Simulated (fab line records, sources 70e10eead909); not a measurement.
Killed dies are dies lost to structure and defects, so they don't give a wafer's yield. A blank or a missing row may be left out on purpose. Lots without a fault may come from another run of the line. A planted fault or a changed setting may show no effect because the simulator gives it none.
fab line records | flow nand_harc
record lots=24 wafers=72 last_day=34
route steps=1302 shown A_CONTACT@1055 A_BLC@1136
lots that met no fault: from a run of the same line without faults
start_h: hours from the record's first day to the start of the lot's first wafer shown | wait_h: hours since the lot's step before | " the same as in the row above | L1.1+2: a row that stands for several wafers | - no value, or no start given | * or withheld: withheld | < > ~ a bound
route shown NAME@n: a module of which the file shows steps, and the number in the route of the first | usual: mean/standard deviation of fault-free wafers | same: alike in all rows | chamber/n: place in a boat | sites: the reading at each site | _std_site: their standard deviation | _edge_site: outer sites' mean less inner sites' | radius_mm: how far each site lies from the wafer's centre | mask NAME#n: copy n | behind: the tool/chamber that last shaped the wafer | hold: why the lot was held/for how many hours/how that ended | device: the transistor (n, p or np) that didn't switch | end of line: the same wafers' tests at the end of the route | a step without rows: its recipe alone | killed: dies lost to structure and defects at the first sort, not the wafer's yield | map: a wafer's dies, x killed, . not, _ none there
set.NAME: the setting as run; set.NAME@STEP: as run at that earlier step | model.NAME: the simulator's own value behind a step, which no gauge read
steps of the route over a sample of lots; a table a step, a row a wafer
services: from which hour (start_h, from the record's first day; less than 0 if before it) a tool's chamber was out of use, for how many hours, and why
## steps
# step NHARC_A_CONTACT_ETCH_132
# recipe source_w=withheld pressure_mtorr=20 bias_v=3000 time_s=197 target_depth_a=19240 ar_flow_sccm=withheld c4f8_flow_sccm=withheld o2_flow_sccm=withheld chemistry=C4F8/O2/Ar
# usual chamber_pressure_mTorr=20.000/0.018
# same time_s=197
# columns lot.wafer tool chamber start_h wait_h chamber_pressure_mTorr rf_hours_counter_h
L076.2 har_cap_etch-03 0 515.18 0.1 20.029 42
L076.1 " 1 " " 20.009 42
L076.3 " 1 " " 20.002 -
L075.3 har_cap_etch-02 1 515.45 0.1 20.005 -
L075.5 " 0 " " 19.985 -
L075.6 " 1 " " 20.023 -
L074.2 har_cap_etch-01 0 518.30 0.1 20.005 1
L074.1 " 1 " " 20.018 1
L074.5 " 1 " " 19.971 -
L077.2 har_cap_etch-02 1 530.71 0.1 20.007 97
L077.3 " 1 " " 20.007 -
L077.6 " 1 " " 19.984 -
L078.2 har_cap_etch-02 0 544.51 0.1 19.998 98
L078.4 " 1 " " 20.024 -
L078.5 " 1 " " 20.017 -
L079.3 har_cap_etch-03 1 566.35 0.1 20.007 -
L079.4 " 0 " " 20.002 -
L079.5 " 0 " " 19.985 -
L082.1 har_cap_etch-02 0 573.30 0.1 19.972 102
L082.5 " 1 " " 19.975 -
L082.6 " 0 " " 19.999 -
L080.3 har_cap_etch-01 1 574.00 0.1 20.007 -
L080.5 " 1 " " 19.986 -
L080.6 " 0 " " 20.025 -
L081.1 har_cap_etch-02 1 600.34 0.1 20.007 108
L081.4 " 0 " " 20.002 -
L081.3 " 1 " " 20.017 -
L083.1 har_cap_etch-01 0 605.72 0.1 20.003 17
L083.6 " 1 " " 20.002 -
L083.5 " 0 " " 20.006 -
L085.1 har_cap_etch-03 1 609.27 0.1 19.981 58
L085.3 " 0 " " 19.991 -
L085.5 " 1 " " 19.973 -
L084.1 har_cap_etch-02 0 610.77 0.1 19.999 110
L084.3 " 1 " " 20.020 -
L084.6 " 0 " " 20.016 -
L086.1 har_cap_etch-01 0 630.10 0.1 19.995 21
L086.4 " 1 " " 20.026 -
L086.5 " 0 " " 20.015 -
L088.1 har_cap_etch-01 0 646.21 0.2 19.990 25
L088.4 " 1 " " 20.009 -
L088.5 " 0 " " 20.014 -
L090.2 har_cap_etch-02 0 650.12 0.1 19.945 117
L090.1 " 1 " " 20.023 117
L090.3 " 1 " " 20.008 -
L087.2 har_cap_etch-01 1 651.78 0.1 20.054 27
L087.1 " 0 " " 19.985 27
L087.3 " 0 " " 19.963 -
L091.1 har_cap_etch-03 0 655.74 0.1 20.003 70
L091.5 " 0 " " 20.004 -
L091.6 " 1 " " 19.991 -
L089.3 har_cap_etch-01 1 658.78 0.1 19.997 -
L089.5 " 0 " " 20.035 -
L089.6 " 1 " " 19.998 -
L092.2 har_cap_etch-03 0 675.00 0.1 20.003 74
L092.1 " 1 " " 20.007 74
L092.5 " 0 " " 20.008 -
L095.1 har_cap_etch-02 1 699.69 0.1 20.029 125
L095.3 " 0 " " 19.972 -
L095.4 " 1 " " 19.991 -
L094.1 har_cap_etch-03 0 703.59 0.1 19.994 78
L094.3 " 1 " " 19.994 -
L094.4 " 0 " " 19.998 -
L093.2 har_cap_etch-01 1 706.04 0.1 19.991 36
L093.4 " 1 " " 20.014 -
L093.6 " 1 " " 20.024 -
L096.1 har_cap_etch-02 0 735.04 0.1 20.010 131
L096.4 " 0 " " 19.998 -
L096.6 " 0 " " 20.015 -
L097.1 har_cap_etch-03 1 737.94 0.1 20.007 83
L097.2 " 0 " " 20.001 83
L097.5 " 0 " " 19.999 -
# step NHARC_A_CONTACT_DEP_84
# recipe target_thk_a=28000 temp_c=400 material=aC
# usual throttle_valve_pct=35.000/0.0087
# columns lot.wafer tool chamber start_h wait_h throttle_valve_pct
L076.1 acl_dep-02 0 518.21 - 35.000
L076.2 " 0 " " 35.000
L076.3 " 0 " " 35.005
L075.3 acl_dep-03 0 518.90 - 35.004
L075.5 " 0 " " 34.987
L075.6 " 0 " " 34.996
L074.1 acl_dep-03 0 520.44 - 35.000
L074.2 " 0 " " 35.002
L074.5 " 0 " " 35.010
L077.2 acl_dep-02 0 533.82 - 34.993
L077.3 " 0 " " 34.998
L077.6 " 0 " " 35.003
L078.2 acl_dep-01 0 548.59 - 35.004
L078.4 " 0 " " 35.015
L078.5 " 0 " " 35.010
L079.3 acl_dep-02 0 570.06 - 35.005
L079.4 " 0 " " 34.985
L079.5 " 0 " " 34.985
L082.1 acl_dep-03 0 575.40 - 35.004
L082.5 " 0 576.54 - 34.985
L082.6 " 0 " " 34.990
L080.3 acl_dep-01 0 578.92 - 35.011
L080.5 " 0 " " 35.005
L080.6 " 0 " " 35.008
L081.1 acl_dep-01 0 605.89 - 34.999
L081.3 " 0 " " 34.999
L081.4 " 0 " " 34.996
L083.1 acl_dep-01 0 607.90 - 35.013
L083.5 " 0 609.04 - 34.994
L083.6 " 0 " " 35.000
L085.1 acl_dep-01 0 611.44 - 35.008
L085.3 " 0 " " 34.981
L085.5 " 0 " " 35.006
L084.1 acl_dep-01 0 614.97 - 35.019
L084.3 " 0 " " 34.993
L084.6 " 0 " " 35.010
L086.1 acl_dep-02 0 632.37 - 35.002
L086.4 " 0 " " 34.997
L086.5 " 0 " " 35.005
L088.1 acl_dep-01 0 651.37 - 34.997
L088.4 " 0 " " 34.999
L088.5 " 0 " " 34.999
L090.1 acl_dep-02 0 655.20 - 34.997
L090.2 " 0 " " 34.985
L090.3 " 0 " " 34.995
L087.1 acl_dep-02 0 656.95 - 35.016
L087.2 " 0 " " 34.994
L087.3 " 0 " " 34.993
L091.1 acl_dep-02 0 658.69 - 35.006
L091.5 " 0 659.85 - 35.001
L091.6 " 0 " " 35.003
L089.3 acl_dep-02 0 662.49 - 35.010
L089.5 " 0 " " 35.004
L089.6 " 0 " " 34.997
L092.1 acl_dep-03 0 679.68 - 35.014
L092.2 " 0 " " 35.004
L092.5 " 0 " " 34.996
L095.1 acl_dep-02 0 702.27 - 34.984
L095.3 " 0 " " 34.986
L095.4 " 0 " " 34.999
L094.1 acl_dep-01 0 706.01 - 34.985
L094.3 " 0 " " 35.000
L094.4 " 0 " " 35.004
L093.2 acl_dep-02 0 708.97 - 35.006
L093.4 " 0 " " 35.005
L093.6 " 0 " " 35.001
L096.1 acl_dep-02 0 745.74 - 34.992
L096.4 " 0 " " 35.001
L096.6 " 0 " " 34.995
L097.1 acl_dep-02 0 747.44 - 34.992
L097.2 " 0 " " 35.000
L097.5 " 0 " " 34.989
# step NHARC_A_CONTACT_ETCH_136
# recipe source_w=withheld pressure_mtorr=20 bias_v=1200 time_s=311 target_depth_a=19120 ar_flow_sccm=withheld c4f8_flow_sccm=withheld o2_flow_sccm=withheld chemistry=C4F8/O2/Ar
# usual chamber_pressure_mTorr=20.002/0.019
# same time_s=311
# columns lot.wafer tool chamber start_h wait_h chamber_pressure_mTorr rf_hours_counter_h
L076.1 har_cap_etch-02 0 522.86 0.2 19.989 94
L076.2 " 1 " " 19.987 94
L076.3 " 0 " " 19.977 -
L075.3 har_cap_etch-01 0 523.07 0.2 19.968 -
L075.5 " 1 " " 20.025 -
L075.6 " 0 " " 19.986 -
L074.2 har_cap_etch-03 0 524.78 0.2 19.996 46
L074.1 " 1 " " 20.012 46
L074.5 " 1 " " 20.012 -
L077.2 har_cap_etch-03 1 537.90 0.2 19.993 47
L077.3 " 1 " " 20.001 -
L077.6 " 0 " " 19.994 -
L078.2 har_cap_etch-03 0 552.75 0.2 19.988 48
L078.4 " 1 " " 19.998 -
L078.5 " 1 " " 20.001 -
L079.4 har_cap_etch-03 0 573.84 0.2 19.962 -
L079.3 " 1 " " 19.989 -
L079.5 " 0 " " 20.014 -
L082.1 har_cap_etch-02 1 579.68 0.2 20.014 103
L082.5 " 0 " " 19.985 -
L082.6 " 1 " " 20.008 -
L080.3 har_cap_etch-01 0 582.66 0.2 19.973 -
L080.6 " 1 " " 20.001 -
L080.5 " 0 " " 20.043 -
L081.1 har_cap_etch-01 1 610.18 0.2 20.001 18
L081.3 " 0 " " 20.003 -
L081.4 " 1 " " 19.989 -
L083.1 har_cap_etch-03 1 612.30 0.2 20.004 59
L083.5 " 0 " " 20.021 -
L083.6 " 1 " " 19.989 -
L085.1 har_cap_etch-01 0 615.74 0.2 20.004 19
L085.3 " 0 " " 19.999 -
L085.5 " 0 " " 19.977 -
L084.1 har_cap_etch-03 1 619.35 0.2 20.012 60
L084.3 " 0 " " 20.037 -
L084.6 " 1 " " 19.988 -
L086.1 har_cap_etch-02 0 636.50 0.2 20.016 113
L086.4 " 0 " " 19.984 -
L086.5 " 1 " " 19.991 -
L088.1 har_cap_etch-02 0 655.64 0.2 20.012 118
L088.4 " 1 " " 19.969 -
L088.5 " 1 " " 19.995 -
L090.2 har_cap_etch-03 1 659.36 0.2 20.032 70
L090.1 " 0 " " 19.992 70
L090.3 " 1 " " 20.036 -
L087.1 har_cap_etch-02 0 661.42 0.2 19.959 119
L087.2 " 1 " " 20.012 119
L087.3 " 1 " " 20.037 -
L091.1 har_cap_etch-03 0 662.93 0.2 19.998 72
L091.6 " 1 " " 20.003 -
L091.5 " 0 " " 20.030 -
L089.3 har_cap_etch-02 0 666.33 0.2 19.978 -
L089.6 " 1 " " 20.020 -
L089.5 " 0 " " 19.998 -
L092.1 har_cap_etch-01 1 683.97 0.2 20.022 32
L092.2 " 0 " " 20.025 32
L092.5 " 1 " " 20.012 -
L095.1 har_cap_etch-02 0 707.22 0.2 20.014 126
L095.4 " 1 " " 20.008 -
L095.3 " 0 " " 19.997 -
L094.1 har_cap_etch-03 1 710.66 0.2 20.031 79
L094.4 " 1 " " 20.000 -
L094.3 " 0 " " 20.040 -
L093.2 har_cap_etch-01 0 712.97 0.2 20.014 37
L093.4 " 1 " " 20.019 -
L093.6 " 0 " " 20.022 -
L096.1 har_cap_etch-01 0 749.97 0.2 20.013 43
L096.4 " 1 " " 19.991 -
L096.6 " 1 " " 20.037 -
L097.2 har_cap_etch-02 0 751.58 0.2 19.998 134
L097.1 " 1 " " 19.966 134
L097.5 " 0 " " 20.023 -
# step NHARC_A_CONTACT_ETCH_138
# recipe source_w=withheld pressure_mtorr=20 bias_v=1200 time_s=311 target_depth_a=19140 ar_flow_sccm=withheld c4f8_flow_sccm=withheld o2_flow_sccm=withheld chemistry=C4F8/O2/Ar
# usual chamber_pressure_mTorr=19.998/0.015
# same time_s=311
# columns lot.wafer tool chamber start_h wait_h chamber_pressure_mTorr rf_hours_counter_h
L076.1 har_cap_etch-02 0 523.41 0.2 19.988 95
L076.2 " 1 " " 20.007 95
L076.3 " 0 " " 19.998 -
L075.3 har_cap_etch-01 0 523.61 0.2 20.001 -
L075.5 " 1 " " 20.001 -
L075.6 " 0 " " 20.010 -
L074.2 har_cap_etch-03 0 525.33 0.2 20.004 46
L074.1 " 1 " " 19.986 46
L074.5 " 1 " " 19.990 -
L077.2 har_cap_etch-03 1 538.45 0.2 19.998 48
L077.3 " 1 " " 20.011 -
L077.6 " 0 " " 19.984 -
L078.2 har_cap_etch-03 0 553.40 0.3 19.985 49
L078.4 " 1 " " 20.011 -
L078.5 " 1 " " 19.971 -
L079.4 har_cap_etch-03 0 574.38 0.2 19.974 -
L079.3 " 1 " " 20.002 -
L079.5 " 0 " " 20.006 -
L082.1 har_cap_etch-02 1 580.22 0.2 19.981 104
L082.5 " 0 " " 19.994 -
L082.6 " 1 " " 19.996 -
L080.3 har_cap_etch-01 0 583.20 0.2 19.983 -
L080.6 " 1 " " 19.991 -
L080.5 " 0 " " 20.001 -
L081.1 har_cap_etch-01 1 610.72 0.2 19.962 18
L081.3 " 0 " " 19.974 -
L081.4 " 1 " " 20.005 -
L083.1 har_cap_etch-03 1 612.84 0.2 19.986 60
L083.5 " 0 " " 20.003 -
L083.6 " 1 " " 19.999 -
L085.1 har_cap_etch-01 0 616.28 0.2 19.987 19
L085.3 " 0 " " 19.974 -
L085.5 " 0 " " 20.035 -
L084.1 har_cap_etch-03 1 619.89 0.2 19.980 61
L084.3 " 0 " " 19.999 -
L084.6 " 1 " " 19.988 -
L086.1 har_cap_etch-02 0 637.04 0.2 19.982 113
L086.4 " 0 " " 19.994 -
L086.5 " 1 " " 20.007 -
L088.1 har_cap_etch-02 0 656.18 0.2 20.014 119
L088.4 " 1 " " 19.998 -
L088.5 " 1 " " 19.987 -
L090.2 har_cap_etch-03 1 659.90 0.2 20.006 71
L090.1 " 0 " " 19.994 71
L090.3 " 1 " " 20.017 -
L087.1 har_cap_etch-02 0 661.97 0.2 20.004 120
L087.2 " 1 " " 19.991 120
L087.3 " 1 " " 20.007 -
L091.1 har_cap_etch-03 0 663.48 0.2 20.009 72
L091.6 " 1 " " 20.005 -
L091.5 " 0 " " 19.998 -
L089.3 har_cap_etch-02 0 666.87 0.2 20.004 -
L089.6 " 1 " " 19.994 -
L089.5 " 0 " " 20.001 -
L092.1 har_cap_etch-01 1 684.51 0.2 20.028 32
L092.2 " 0 " " 20.008 32
L092.5 " 1 " " 20.018 -
L095.1 har_cap_etch-02 0 707.77 0.2 19.987 127
L095.4 " 1 " " 19.990 -
L095.3 " 0 " " 19.983 -
L094.1 har_cap_etch-03 1 711.21 0.2 20.015 79
L094.4 " 1 " " 19.976 -
L094.3 " 0 " " 19.974 -
L093.2 har_cap_etch-01 0 713.52 0.2 19.987 38
L093.4 " 1 " " 20.010 -
L093.6 " 0 " " 19.993 -
L096.1 har_cap_etch-01 0 750.51 0.2 19.980 44
L096.4 " 1 " " 19.980 -
L096.6 " 1 " " 20.008 -
L097.2 har_cap_etch-02 0 752.12 0.2 19.983 134
L097.1 " 1 " " 20.009 134
L097.5 " 0 " " 20.000 -
# step NHARC_A_CONTACT_ETCH_139
# recipe source_w=withheld pressure_mtorr=20 bias_v=400 time_s=195 target_depth_a=8400 ar_flow_sccm=withheld c4f8_flow_sccm=11.5 o2_flow_sccm=7.2 chemistry=C4F8/O2/Ar
# usual chamber_pressure_mTorr=20.000/0.018
# same time_s=195
# columns lot.wafer tool chamber start_h wait_h chamber_pressure_mTorr rf_hours_counter_h
L076.1 har_cap_etch-02 0 523.69 0.2 19.998 95
L076.2 " 1 " " 19.978 95
L076.3 " 0 " " 20.010 -
L075.3 har_cap_etch-01 0 523.88 0.2 20.008 -
L075.5 " 1 " " 19.996 -
L075.6 " 0 " " 19.992 -
L074.2 har_cap_etch-03 0 525.60 0.2 19.998 46
L074.1 " 1 " " 20.010 46
L074.5 " 1 " " 19.993 -
L077.2 har_cap_etch-03 1 538.72 0.2 20.015 48
L077.3 " 1 " " 20.006 -
L077.6 " 0 " " 20.008 -
L078.2 har_cap_etch-03 0 553.77 0.3 20.013 49
L078.4 " 1 " " 19.992 -
L078.5 " 1 " " 20.024 -
L079.4 har_cap_etch-03 0 574.65 0.2 19.990 -
L079.3 " 1 " " 19.970 -
L079.5 " 0 " " 20.030 -
L082.1 har_cap_etch-02 1 580.49 0.2 19.996 104
L082.5 " 0 " " 19.983 -
L082.6 " 1 " " 20.010 -
L080.3 har_cap_etch-01 0 583.47 0.2 19.947 -
L080.6 " 1 " " 19.997 -
L080.5 " 0 " " 20.009 -
L081.1 har_cap_etch-01 1 610.99 0.2 19.999 18
L081.3 " 0 " " 19.988 -
L081.4 " 1 " " 20.003 -
L083.1 har_cap_etch-03 1 613.11 0.2 20.001 60
L083.5 " 0 " " 20.020 -
L083.6 " 1 " " 19.984 -
L085.1 har_cap_etch-01 0 616.55 0.2 20.007 20
L085.3 " 0 " " 20.008 -
L085.5 " 0 " " 20.010 -
L084.1 har_cap_etch-03 1 620.16 0.2 20.003 61
L084.3 " 0 " " 20.000 -
L084.6 " 1 " " 19.975 -
L086.1 har_cap_etch-02 0 637.32 0.2 19.990 113
L086.4 " 0 " " 19.997 -
L086.5 " 1 " " 20.014 -
L088.1 har_cap_etch-02 0 656.45 0.2 19.985 119
L088.4 " 1 " " 20.003 -
L088.5 " 1 " " 20.025 -
L090.2 har_cap_etch-03 1 660.17 0.2 20.002 71
L090.1 " 0 " " 20.007 71
L090.3 " 1 " " 20.007 -
L087.1 har_cap_etch-02 0 662.23 0.2 20.025 120
L087.2 " 1 " " 19.987 120
L087.3 " 1 " " 19.997 -
L091.1 har_cap_etch-03 0 663.75 0.2 20.011 73
L091.6 " 1 " " 19.979 -
L091.5 " 0 " " 19.988 -
L089.3 har_cap_etch-02 0 667.15 0.2 20.027 -
L089.6 " 1 " " 19.986 -
L089.5 " 0 " " 20.017 -
L092.1 har_cap_etch-01 1 684.78 0.2 20.034 33
L092.2 " 0 " " 19.972 33
L092.5 " 1 " " 20.017 -
L095.1 har_cap_etch-02 0 708.04 0.2 19.998 127
L095.4 " 1 " " 19.970 -
L095.3 " 0 " " 19.989 -
L094.1 har_cap_etch-03 1 711.48 0.2 20.044 80
L094.4 " 1 " " 20.001 -
L094.3 " 0 " " 20.015 -
L093.2 har_cap_etch-01 0 713.79 0.2 19.985 38
L093.4 " 1 " " 20.023 -
L093.6 " 0 " " 20.008 -
L096.1 har_cap_etch-01 0 750.78 0.2 20.014 44
L096.4 " 1 " " 20.015 -
L096.6 " 1 " " 19.972 -
L097.2 har_cap_etch-02 0 752.39 0.2 19.962 135
L097.1 " 1 " " 19.986 135
L097.5 " 0 " " 19.975 -
# step NHARC_A_BLC_INSPECT_28
# usual raw_defect_count=515/130
# columns lot.wafer tool chamber start_h wait_h raw_defect_count
L075.3 defect_inspect-01 - 530.63 0.1 440
L075.5 " - " " 529
L075.6 " - " " 529
L076.1 defect_inspect-01 - 530.80 0.1 541
L076.2 " - " " 527
L076.3 " - " " 674
L074.1 defect_inspect-01 - 532.45 0.1 447
L074.2 " - " " 513
L074.5 " - " " 354
L077.2 defect_inspect-02 - 545.60 0.1 450
L077.3 " - " " 497
L077.6 " - " " 475
L078.2 defect_inspect-01 - 560.53 0.1 598
L078.4 " - " " 620
L078.5 " - " " 446
L079.3 defect_inspect-01 - 581.55 0.1 545
L079.4 " - " " 564
L079.5 " - " " 726
L082.1 defect_inspect-01 - 587.74 0.1 386
L082.5 " - " " 428
L082.6 " - " " 327
L080.3 defect_inspect-01 - 590.17 0.1 415
L080.5 " - " " 468
L080.6 " - " " 551
L081.1 defect_inspect-01 - 618.09 0.1 519
L081.3 " - " " 590
L081.4 " - " " 613
L083.1 defect_inspect-01 - 619.98 0.1 386
L083.5 " - " " 397
L083.6 " - " " 378
L085.1 defect_inspect-02 - 623.41 0.1 672
L085.3 " - " " 589
L085.5 " - " " 613
L084.1 defect_inspect-01 - 627.16 0.1 707
L084.3 " - " " 494
L084.6 " - " " 725
L086.1 defect_inspect-02 - 644.04 0.1 605
L086.4 " - " " 411
L086.5 " - " " 579
L088.1 defect_inspect-01 - 663.15 0.1 469
L088.4 " - " " 526
L088.5 " - " " 414
L090.1 defect_inspect-02 - 667.77 0.1 432
L090.2 " - " " 434
L090.3 " - " " 497
L091.1 defect_inspect-02 - 670.78 0.1 571
L091.5 " - " " 778
L091.6 " - " " 611
L087.1 defect_inspect-02 - 671.88 0.1 470
L087.2 " - " " 467
L087.3 " - " " 519
L089.3 defect_inspect-01 - 673.85 0.1 411
L089.5 " - " " 479
L089.6 " - " " 392
L092.1 defect_inspect-01 - 691.67 0.1 522
L092.2 " - " " 426
L092.5 " - " " 502
L095.1 defect_inspect-01 - 714.96 0.1 793
L095.3 " - " " 484
L095.4 " - " " 606
L094.1 defect_inspect-01 - 718.25 0.1 251
L094.3 " - " " 271
L094.4 " - " " 380
L093.2 defect_inspect-01 - 720.47 0.1 330
L093.4 " - " " 457
L093.6 " - " " 449
L096.1 defect_inspect-01 - 757.77 0.1 398
L096.4 " - " " 679
L096.6 " - " " 460
L097.1 defect_inspect-01 - 759.26 0.1 438
L097.2 " - " " 516
L097.5 " - " " 553
## services
# columns tool chamber start_h hours kind
har_cap_etch-01 - 498.16 17.0 pm
har_cap_etch-01 0 498.16 17.0 vent_cycle
har_cap_etch-01 1 498.16 17.0 vent_cycle
har_cap_etch-01 0 515.16 - clean
har_cap_etch-01 1 515.16 - clean
acl_dep-01 - 550.03 13.0 pm
har_cap_etch-02 - 596.77 0.3 repair
acl_dep-02 - 609.13 13.0 pm
acl_dep-03 - 666.05 13.0 pm
har_cap_etch-01 - 707.27 0.3 repair
acl_dep-01 - 734.02 13.0 pm
## key
fault none
